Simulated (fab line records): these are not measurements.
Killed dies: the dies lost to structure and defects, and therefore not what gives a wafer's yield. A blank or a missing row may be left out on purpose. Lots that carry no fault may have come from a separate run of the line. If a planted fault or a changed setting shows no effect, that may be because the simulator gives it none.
Chamber matching    flow nand_harc    rie_diel-04 running NHARC_HYBRID_BOND_ACTIVATE_00: 4 sister chambers
The step chemistry N2, time 60 s. 4 wafers are shown with their chamber, then 11 later ones without.

## EACH WAFER AND ITS CHAMBER
wafer   chamber  drypump_motor_current_A (A)
L924.3  2        5.52
L929.1  3        5.85
L929.5  1        5.66
L933.1  0        5.65

## WAFERS WHOSE CHAMBER IS MISSING
wafer   drypump_motor_current_A (A)
L933.3  5.86
L933.6  5.85
L932.1  5.68
L932.3  5.66
L932.6  5.67
L936.1  5.83
L936.2  5.53
L936.6  5.52
L937.2  5.62
L937.3  5.84
L937.6  5.86

## CHAMBER TAKEN BY EACH
wafer   from the rows above      in truth
L933.3  3                        3
L933.6  3                        3
L932.1  can't be placed: 1 or 0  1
L932.3  can't be placed: 1 or 0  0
L932.6  can't be placed: 1 or 0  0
L936.1  3                        3
L936.2  2                        2
L936.6  2                        2
L937.2  can't be placed: 0 or 1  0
L937.3  3                        3
L937.6  3                        3
Correct placement for 7 of the 11. Cannot be placed on the basis of these rows: 4; the candidates contain the true chamber in 4. 0 placed wrongly.
How it was worked out, from the rows above alone: a wafer's distance from a chamber is the root of the sum, over the readings, of the square of ((its reading less the chamber's mean) divided by the reading's scatter). The wafer belongs to the nearest chamber; if the next one is less than 2 further off, it can't be placed. A chamber's mean is the mean of its shown wafers. The scatter: with one shown wafer a chamber, the root of the mean of the squares of how far each hidden wafer lies from its nearest shown one.
